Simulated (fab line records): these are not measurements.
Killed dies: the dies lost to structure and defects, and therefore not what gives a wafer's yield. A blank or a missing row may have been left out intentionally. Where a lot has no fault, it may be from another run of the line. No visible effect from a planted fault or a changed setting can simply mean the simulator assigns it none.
fab line records | flow n5_finfet
record: lots: 7 wafers: 21
route steps=1938 shown BEOL_M11@1587 BEOL_M12@1637 BEOL_M13@1680 BEOL_M15@1820 MIM_BOT_LITHO@1858 PASSIVATION@1915
start_h: hours from the record's opening day to when the first of the lot's shown wafers began | wait_h: time in hours since the lot's previous step | " unchanged from the row above | L1.1+2: several wafers, shown together as one row | - either no value or no given start | * or withheld: withheld | < > ~ a bound
route shown NAME@n: NAME is a module with steps in the file, n the number in the route of the first one | usual: average and standard deviation across the fault-free wafers | same: alike in all rows | chamber/n: place in a boat | sites: readings site by site | _std_site: standard deviation across them | _edge_site: outer sites' mean less inner sites' | radius_mm: for every site, how far away it sits from the centre of the wafer | mask NAME#n: copy n | behind: the tool/chamber that last shaped the wafer | hold: cause of the lot's hold/its duration in hours/its outcome | device: whichever transistor did not switch (one of n, p or np) | end of line: at the end of the route, the tests of the same wafers | where a step has no rows: the recipe by itself | killed: at the first sort, the dies lost to defects and structure; wafer yield is something else | map: per-die view of a wafer (x killed, . not killed, _ where there is no die)
set.NAME: the run value of the setting; set.NAME@STEP: its run value at that earlier step | model.NAME: the simulator's own value behind a step, which no gauge read
lots with deliberately changed settings; one table per step, one row per wafer
== steps ==
step: N5_BEOL_M11_CURE_72
recipe: temp_c: 370 time_s: 120 ambient: DMADMS/He material: SiCOH_lowk
columns lot.wafer tool chamber start_h wait_h set.time_s
L076.1+6 uv_cure-02 2 236.26 0.2 132.3
L076.3 " 2 " " 120
L080.2+6 uv_cure-01 1 263.77 0.1 120
L080.4 " 1 " " 110
L079.2+3+5 uv_cure-03 1 268.36 0.1 120
L084.3+6 uv_cure-02 0 300.23 0.1 108.6
L084.4 " 0 " " 120
L088.2+6 uv_cure-02 1 309.38 0.1 120
L088.4 " 1 " " 95.31
L097.1+2+6 uv_cure-03 1 364.41 0.0 120
L094.1+3+5 uv_cure-01 1 364.58 0.0 120
step: N5_BEOL_M11_DEGAS_44
recipe: ambient: vacuum temp_c: 250 time_s: 60
step: N5_BEOL_M11_PRE_CLEAN_45
recipe: gas: H2/He time_s: 30 temp_c: 250
step: N5_BEOL_M11_ECD_50
recipe: material: Cu target_thk_a: 3180
step: N5_BEOL_M11_ANNEAL_51
recipe: temp_c: 225 time_s: 90 ambient: N2
step: N5_BEOL_M11_CMP_52
recipe: stop_on: SiCOH_lowk t_overpolish_s: 7 down_force_psi: 1 platen_rpm: 50 clearing_platen_down_force_psi: 1.5 clearing_platen_rpm: 50 post_cmp_clean: cu_alkaline target_thk_nm: 140 clearing_platen_pad_velocity_m_s: 0.99484 pad_velocity_m_s: 0.99484
columns lot.wafer tool chamber start_h wait_h set.time_s@BEOL_M11_TRENCH_ETCH_37 model.Cu_of_BEOL_M11_ECD_50.thk_nm
L076.1 cmp-01 3 238.48 0.3 57.76 171.6
L076.3 " 0 " " 57.76 163.2
L076.6 " 3 " " 48 137
L080.4 cmp-02 2 265.34 0.1 40.59 116
L080.2 " 3 " " 48 139
L080.6 " 3 " " 48 139.2
L079.2 cmp-02 3 270.42 0.3 48 139.2
L079.3 " 0 " " 39.27 108.6
L079.5 " 2 " " 39.27 111.6
L084.3 cmp-02 0 302.03 0.2 48 134.2
L084.4 " 3 " " 48 134
L084.6 " 1 " " 48 133
L088.4 cmp-02 3 314.15 0.2 48 135
L088.2 " 1 " " 39.32 113.6
L088.6 " 2 " " 39.32 111
L097.1 cmp-01 3 368.45 0.3 48 143
L097.2 " 0 " " 48 139.4
L097.6 " 3 " " 48 141.8
L094.1 cmp-01 2 368.80 0.3 51.1 146.4
L094.3 " 0 " " 51.1 150.2
L094.5 " 2 " " 48 142.2
step: N5_BEOL_M11_THK_MEAS_53
recipe: thk_meas_gauge: xrf reads: Cu_of_BEOL_M11_ECD_50
usual: M11_THK: 137.8/2.8
columns lot.wafer tool chamber start_h wait_h set.time_s@BEOL_M11_TRENCH_ETCH_37 M11_THK[nm]
L076.1 film_metro-01 - 238.78 - 57.76 170.0
L076.3 " - " " 57.76 161.3
L076.6 " - " " 48 135.7
L080.2 film_metro-02 - 265.64 - 48 140.5
L080.4 " - " " 40.59 117.3
L080.6 " - " " 48 140.8
L079.2 film_metro-02 - 270.68 - 48 138.4
L079.3 " - " " 39.27 107.8
L079.5 " - " " 39.27 110.2
L084.3 film_metro-01 - 302.33 - 48 134.3
L084.4 " - " " 48 133.6
L084.6 " - " " 48 133.3
L088.2 film_metro-01 - 314.41 - 39.32 112.1
L088.4 " - " " 48 133.0
L088.6 " - " " 39.32 109.3
L097.1 film_metro-01 - 368.70 - 48 141.5
L097.2 " - " " 48 137.9
L097.6 " - " " 48 140.2
L094.1 film_metro-02 - 369.09 - 51.1 144.0
L094.3 " - " " 51.1 148.5
L094.5 " - " " 48 141.0
step: N5_BEOL_M11_PRE_CLEAN_55
recipe: gas: NH3 time_s: 15 temp_c: withheld rf_power_w: 300
step: N5_BEOL_M11_DEP_56
recipe: material: SiCN target_thk_a: 300 temp_c: withheld precursor: 3MS/NH3 pressure_torr: 3 rf_w: 675 time_s: 10.5
step: N5_BEOL_M11_RS_MEAS_57
recipe: thk_meas_gauge: four-point-probe reads: Cu_of_BEOL_M11_ECD_50+Co_of_BEOL_M11_CVD_75+TaN_of_BEOL_M11_ALD_74
usual: M11_RS: 0.153/0.0033
columns lot.wafer tool chamber start_h wait_h set.time_s@BEOL_M11_TRENCH_ETCH_37 M11_RS[ohm/sq]
L076.1 film_metro-01 - 238.90 0.0 57.76 0.121
L076.3 " - " " 57.76 0.127
L076.6 " - " " 48 0.154
L080.2 film_metro-02 - 265.79 0.1 48 0.152
L080.4 " - " " 40.59 0.187
L080.6 " - " " 48 0.152
L079.2 film_metro-02 - 270.80 0.0 48 0.152
L079.3 " - " " 39.27 0.200
L079.5 " - " " 39.27 0.195
L084.3 film_metro-02 - 302.48 0.0 48 0.158
L084.4 " - " " 48 0.159
L084.6 " - " " 48 0.160
L088.2 film_metro-01 - 314.53 0.0 39.32 0.190
L088.4 " - " " 48 0.157
L088.6 " - " " 39.32 0.195
L097.1 film_metro-02 - 368.83 0.0 48 0.148
L097.2 " - " " 48 0.152
L097.6 " - " " 48 0.149
L094.1 film_metro-02 - 369.22 0.0 51.1 0.144
L094.3 " - " " 51.1 0.140
L094.5 " - " " 48 0.149
step: N5_BEOL_M12_ETCH_68
recipe: chemistry: N2/H2 target: SOC mask_material: SiARC source_w: 3000 bias_w: 350 temp_c: 40 time_s: 285 ion_energy_ev: 200 pressure_mtorr: 30 n2_flow_sccm: 200 h2_flow_sccm: 200
columns lot.wafer tool chamber start_h wait_h set.time_s model.SiARC_of_BEOL_M12_COAT_66.thk_nm
L076.1+3 rie_diel-03 1,2 240.79 0.1 285 85.8
L076.6 " 1 " " 285 85.4
L080.2 rie_diel-04 1 267.84 0.1 285 85.6
L080.4 " 3 " " 285 85.8
L080.6 " 0 " " 333.4 81.6
L079.2 rie_diel-04 2 272.48 0.1 285 86.2
L079.3 " 3 " " 226 91.4
L079.5 " 2 " " 285 86
L084.3 rie_diel-03 3 304.54 0.1 285 84.6
L084.4 " 1 " " 314.2 83
L084.6 " 2 " " 314.2 83.2
L088.2 rie_diel-04 2 316.33 0.1 318.2 83.6
L088.4 " 1 " " 318.2 83.2
L088.6 " 3 " " 285 86.2
L097.1+2 rie_diel-03 1,2 370.86 0.1 285 85.8
L097.6 " 3 " " 285 84.8
L094.1 rie_diel-06 3 371.31 0.1 224.4 90.8
L094.3 " 2 " " 224.4 90.6
L094.5 " 2 " " 285 85.6
step: N5_BEOL_M13_COAT_65
recipe: resist: SOC temp_c: 250 time_s: 60 spin_rpm: 1500 resist_thk_nm: 350
columns lot.wafer tool chamber start_h wait_h set.spin_rpm model.SOC_of_BEOL_M13_COAT_65.thk_nm
L076.1 litho_track-04 0 248.12 0.0 1364 365
L076.3 " 0 " " 1364 364.4
L076.6 " 0 " " 1500 348.6
L080.2 litho_track-04 0 271.78 0.0 1375 366.4
L080.4 " 0 " " 1375 365.8
L080.6 " 0 " " 1375 365.4
L079.2 litho_track-04 0 277.30 0.0 1430 356
L079.3 " 0 " " 1500 347.4
L079.5 " 0 " " 1500 349.6
L084.3 litho_track-01 0 311.18 0.0 1500 349.4
L084.4 " 0 " " 1500 350.4
L084.6 " 0 " " 1500 350.6
L088.2 litho_track-04 0 325.94 0.0 1557 343.4
L088.4 " 0 " " 1500 348.2
L088.6 " 0 " " 1500 348
L094.1+3 litho_track-04 0 376.71 0.0 1500 349.4
L094.5 " 0 " " 1593 339.6
L097.1 litho_track-01 0 377.27 0.0 1500 350.4
L097.2 " 0 " " 1500 349.2
L097.6 " 0 " " 1500 350.2
step: N5_BEOL_M13_COAT_66
recipe: resist: SiARC temp_c: 220 time_s: 60 spin_rpm: 1500 resist_thk_nm: 110
columns lot.wafer tool chamber start_h wait_h set.spin_rpm model.SiARC_of_BEOL_M13_COAT_66.thk_nm
L076.1 litho_track-04 0 - - 1500 109.4
L076.3 " 0 " " 1500 110
L076.6 " 0 " " 1544 108.4
L080.2 litho_track-04 0 - - 1333 116.6
L080.4 " 0 " " 1500 110.2
L080.6 " 0 " " 1500 109.6
L079.2 litho_track-04 0 - - 1610 106.2
L079.3 " 0 " " 1500 109.6
L079.5 " 0 " " 1500 110
L084.3+6 litho_track-01 0 - - 1500 109.6
L084.4 " 0 " " 1500 110
L088.2 litho_track-04 0 - - 1500 110
L088.4 " 0 " " 1500 110.2
L088.6 " 0 " " 1500 109.8
L094.1 litho_track-04 0 - - 1639 104.8
L094.3 " 0 " " 1500 109.4
L094.5 " 0 " " 1500 109.6
L097.1+2 litho_track-01 0 - - 1500 110.4
L097.6 " 0 " " 1500 109.8
step: N5_BEOL_M13_COAT_22
recipe: spin_rpm: 2888 resist_thk_nm: 300
step: N5_BEOL_M13_EBR_24
recipe: solvent: PGMEA ebr_width_mm: 1.5
step: N5_BEOL_M13_DESCUM_33
recipe: chemistry: O2 time_s: 7.9 source_power_w: 50 bias_power_w: 20 pressure_mtorr: 20 rf_frequency_hz: 2.712e+07 temp_c: 40 o2_flow_sccm: 225
step: N5_BEOL_M13_ETCH_67
recipe: chemistry: CF4 target: SiARC target_depth_a: 1430 time_s: 238.3 ion_energy_ev: 80 pressure_mtorr: 40 source_w: 545 bias_w: 36 Ar_flow_sccm: 100 cf4_flow_sccm: 100 ends: cleared
columns lot.wafer tool chamber start_h wait_h set.spin_rpm@BEOL_M13_COAT_66 model.etch.depth_nm model.coat_of_BEOL_M13_COAT_22.thk_nm
L076.1 rie_diel-05 2 248.53 0.0 1500 109.5 210.8
L076.3 " 0 " " 1500 110.1 210.2
L076.6 " 0 " " 1544 108.4 212
L080.2 rie_diel-05 1 272.47 0.0 1333 116.6 206.6
L080.4 " 3 " " 1500 110.1 211.4
L080.6 " 3 " " 1500 109.6 211.4
L079.2 rie_diel-02 1 277.72 0.0 1610 106.2 213.8
L079.3 " 0 " " 1500 109.7 212.4
L079.5 " 2 " " 1500 110.1 211
L084.3+6 rie_diel-01 2,1 311.59 0.0 1500 109.7 212.8
L084.4 " 3 " " 1500 110.1 212.4
L088.2 rie_diel-05 3 326.48 0.0 1500 110.1 210.6
L088.4 " 0 " " 1500 110.2 209.4
L088.6 " 3 " " 1500 109.8 210.2
L094.1 rie_diel-05 1 377.28 0.0 1639 104.8 216
L094.3 " 2 " " 1500 109.5 211
L094.5 " 3 " " 1500 109.6 212.2
L097.1 rie_diel-01 1 377.68 0.0 1500 110.4 211.8
L097.2 " 0 " " 1500 110.3 211.8
L097.6 " 2 " " 1500 109.9 212.4
step: N5_BEOL_M13_ETCH_68
recipe: chemistry: N2/H2 target: SOC mask_material: SiARC source_w: 3000 bias_w: 350 temp_c: 40 time_s: 355 ion_energy_ev: 200 pressure_mtorr: 30 n2_flow_sccm: 200 h2_flow_sccm: 200
columns lot.wafer tool chamber start_h wait_h set.spin_rpm@BEOL_M13_COAT_66 model.SiARC_of_BEOL_M13_COAT_66.thk_nm
L076.1+3 rie_diel-05 2,0 248.68 0.1 1500 77
L076.6 " 0 " " 1544 75.4
L080.2 rie_diel-05 1 272.61 0.1 1333 84.4
L080.4 " 3 " " 1500 77.2
L080.6 " 3 " " 1500 76.8
L079.2 rie_diel-02 1 277.86 0.1 1610 74.2
L079.3 " 0 " " 1500 76.6
L079.5 " 2 " " 1500 77.4
L084.3 rie_diel-01 2 311.74 0.1 1500 77.4
L084.4 " 3 " " 1500 76.2
L084.6 " 1 " " 1500 75.4
L088.2 rie_diel-05 3 326.62 0.1 1500 76.6
L088.4 " 0 " " 1500 77.6
L088.6 " 3 " " 1500 76.4
L094.1 rie_diel-05 1 377.42 0.1 1639 72.4
L094.3 " 2 " " 1500 76.4
L094.5 " 3 " " 1500 76
L097.1 rie_diel-01 1 377.83 0.1 1500 77
L097.2 " 0 " " 1500 77.4
L097.6 " 2 " " 1500 78
step: N5_BEOL_M15_SPUTTER_44
recipe: material: Ta target_thk_a: 150 temp_c: 50 bias_v: 80 power_w: 15000 chamber_pressure_pa: 0.07 time_s: 24.19
columns lot.wafer tool chamber start_h wait_h set.power_w model.Ta_of_BEOL_M15_SPUTTER_44.thk_nm
L076.1+6 pvd_sputter-01 - 261.27 0.0 15000 15.2
L076.3 " - " " 13400 13.6
L080.2 pvd_sputter-03 - 288.30 0.0 15000 15.4
L080.4 " - " " 15000 15
L080.6 " - " " 15000 15.2
L079.2 pvd_sputter-02 - 294.34 0.0 12880 13.2
L079.3+5 " - " " 15000 15.2
L084.3 pvd_sputter-02 - 330.41 0.0 15000 15
L084.4 " - " " 12630 12.6
L084.6 " - " " 15000 14.8
L088.2+6 pvd_sputter-01 - 341.76 0.0 15000 15.2
L088.4 " - " " 12810 12.8
L094.1 pvd_sputter-03 - 390.42 0.0 15000 14.8
L094.3 " - " " 15830 16
L094.5 " - " " 15830 15.8
L097.1+6 pvd_sputter-01 - 393.92 0.0 15000 15.2
L097.2 " - " " 15000 15.4
step: N5_MIM_BOT_LITHO_EXPOSE_05
recipe: mask_id: MIM_BOT na: 0.55 source_shape: conventional sigma_outer: 0.8 polarization: unpolarized dose_mj: 24.25
columns lot.wafer tool chamber start_h wait_h mask set.dose_mj
L076.1+3 krf_scanner-02 0 265.76 - MIM_BOT#0 25.44
L076.6 " 0 " " MIM_BOT#0 24.25
L080.2+4 krf_scanner-02 0 293.87 - MIM_BOT#0 24.25
L080.6 " 0 " " MIM_BOT#0 23.25
L079.2+5 krf_scanner-01 0 299.06 - MIM_BOT#0 24.25
L079.3 " 0 " " MIM_BOT#0 22.83
L084.3+6 krf_scanner-01 0 336.95 - MIM_BOT#0 25.58
L084.4 " 0 " " MIM_BOT#0 24.25
L088.2+4+6 krf_scanner-01 0 346.77 - MIM_BOT#0 24.25
L094.1+5 krf_scanner-01 0 395.67 - MIM_BOT#0 24.25
L094.3 " 0 " " MIM_BOT#0 22.89
L097.1+2+6 krf_scanner-01 0 399.10 - MIM_BOT#0 24.25
step: N5_MIM_BOT_LITHO_PEB_06
recipe: peb_temp_c: withheld peb_time_s: *
columns lot.wafer tool chamber start_h wait_h set.peb_time_s
L076.1+6 litho_track-04 0 265.82 0.1 *
L076.3 " 0 " " *
L080.2+4+6 litho_track-04 0 293.92 0.0 *
L079.2+3 litho_track-02 0 299.12 0.0 *
L079.5 " 0 " " *
L084.3+4+6 litho_track-02 0 337.00 0.0 *
L088.2+6 litho_track-02 0 346.83 0.0 *
L088.4 " 0 " " *
L094.1+3 litho_track-02 0 395.73 0.1 *
L094.5 " 0 " " *
L097.1+2+6 litho_track-02 0 399.16 0.1 *
step: N5_MIM_BOT_LITHO_DEVELOP_07
recipe: develop_time_s: 60 rinse_liquid: diw dry: air_spin dev_temp_c: 21
step: N5_MIM_BOT_LITHO_HARDBAKE_09
recipe: temp_c: 130 time_s: 120
step: N5_MIM_BOT_LITHO_CD_MEAS_08
recipe: target_cd_nm: 3000 landing_energy_ev: 500 detector: se_inlens polarity: opening
usual: cd_nm: 2999.7/1.9
columns lot.wafer tool chamber start_h wait_h set.dose_mj@MIM_BOT_LITHO_EXPOSE_05 set.peb_time_s@MIM_BOT_LITHO_PEB_06 cd_nm
L076.1 cd_sem-03 0 265.94 - 25.44 * 3009.4
L076.3 " 0 " " 25.44 * 3002.1
L076.6 " 0 " " 24.25 * 3000.3
L080.2 cd_sem-03 0 294.04 - 24.25 * 3000.5
L080.4 " 0 " " 24.25 * 2999.6
L080.6 " 0 " " 23.25 * 2992.0
L079.2 cd_sem-01 0 299.24 - 24.25 * 2997.2
L079.3 " 0 " " 22.83 * 2989.9
L079.5 " 0 " " 24.25 * 2996.3
L084.3 cd_sem-02 0 337.12 - 25.58 * 3010.7
L084.4 " 0 " " 24.25 * 3001.4
L084.6 " 0 " " 25.58 * 3010.3
L088.2 cd_sem-01 0 346.95 - 24.25 * 2994.8
L088.4 " 0 " " 24.25 * 2999.1
L088.6 " 0 " " 24.25 * 2996.4
L094.1 cd_sem-03 0 395.84 - 24.25 * 2998.0
L094.3 " 0 " " 22.89 * 2988.2
L094.5 " 0 " " 24.25 * 2995.2
L097.1 cd_sem-01 0 399.28 - 24.25 * 2996.5
L097.2 " 0 " " 24.25 * 2996.8
L097.6 " 0 " " 24.25 * 2995.6
step: N5_PASSIVATION_PECVD_53
recipe: material: SiO2 target_thk_a: 8000 temp_c: 400 precursor: TEOS/O2 pressure_torr: 6.5 rf_w: withheld teos_flow_sccm: withheld gas: O2 flow_sccm: 2650 time_s: 169.4
columns lot.wafer tool chamber start_h wait_h set.time_s model.SiO2_of_PASSIVATION_PECVD_53.thk_nm
L076.1 pecvd-03 0 271.85 0.0 160.3 747.6
L076.3 " 1 " " 160.3 747
L076.6 " 1 " " 169.4 814
L080.2 pecvd-01 1 299.52 0.0 169.4 805.2
L080.4 " 2 " " 169.4 820
L080.6 " 0 " " 169.4 816.2
L079.2 pecvd-03 2 305.96 0.0 177.7 829.4
L079.3 " 1 " " 169.4 806.4
L079.5 " 0 " " 177.7 847.2
L084.3 pecvd-04 1 342.48 0.0 169.4 798
L084.4 " 0 " " 191.1 904
L084.6 " 1 " " 191.1 914.8
L088.2 pecvd-03 1 354.49 0.0 181.2 850
L088.4 " 1 " " 181.2 861.6
L088.6 " 2 " " 169.4 801.6
L094.1 pecvd-01 2 400.80 0.0 179.9 823.2
L094.3 " 2 " " 169.4 784
L094.5 " 2 " " 169.4 781.8
L097.1 pecvd-01 0 406.21 0.0 169.4 798
L097.2 " 2 " " 169.4 783
L097.6 " 2 " " 169.4 798.6
== key ==
split: step: N5_BEOL_M11_CURE_72 setting: time_s stated: 120 by: wafer
response none clear
split: step: N5_BEOL_M12_ETCH_68 setting: time_s stated: 285 by: wafer
response: step: N5_BEOL_M12_ETCH_68 reading: model.SiARC_of_BEOL_M12_COAT_66.thk_nm change: -0.238 per: 1% r: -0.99
split: step: N5_BEOL_M13_COAT_65 setting: spin_rpm stated: 1500 by: wafer
response: step: N5_BEOL_M13_COAT_65 reading: model.SOC_of_BEOL_M13_COAT_65.thk_nm change: -1.65 per: 1% r: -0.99
split: step: N5_BEOL_M13_COAT_66 setting: spin_rpm stated: 1500 by: wafer
response: step: N5_BEOL_M13_COAT_66 reading: model.SiARC_of_BEOL_M13_COAT_66.thk_nm change: -0.545 per: 1% r: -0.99
response: step: N5_BEOL_M13_ETCH_67 reading: model.etch.depth_nm change: -0.548 per: 1% r: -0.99
response: step: N5_BEOL_M13_ETCH_67 reading: model.coat_of_BEOL_M13_COAT_22.thk_nm change: +0.419 per: 1% r: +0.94
response: step: N5_BEOL_M13_ETCH_68 reading: model.SiARC_of_BEOL_M13_COAT_66.thk_nm change: -0.525 per: 1% r: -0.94
split: step: N5_BEOL_M15_SPUTTER_44 setting: power_w stated: 15000 by: wafer
response: step: N5_BEOL_M15_SPUTTER_44 reading: model.Ta_of_BEOL_M15_SPUTTER_44.thk_nm change: +0.152 per: 1% r: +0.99
split: step: N5_MIM_BOT_LITHO_EXPOSE_05 setting: dose_mj stated: 24.25 by: wafer
response: step: N5_MIM_BOT_LITHO_CD_MEAS_08 reading: cd_nm change: +1.44 per: 1% r: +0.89
split: step: N5_MIM_BOT_LITHO_PEB_06 setting: peb_time_s stated: * by: wafer
response: step: N5_MIM_BOT_LITHO_CD_MEAS_08 reading: cd_nm slope: +0.311 per: 1% together_with: dose_mj@MIM_BOT_LITHO_EXPOSE_05 explained: 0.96
split: step: N5_PASSIVATION_PECVD_53 setting: time_s stated: 169.4 by: wafer
response: step: N5_PASSIVATION_PECVD_53 reading: model.SiO2_of_PASSIVATION_PECVD_53.thk_nm change: +8.45 per: 1% r: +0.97
split outside_this_file step=N5_BEOL_M11_TRENCH_ETCH_37 setting=time_s
split outside_this_file: this setting was split too, and the file shows its column; the key of that split is in another file
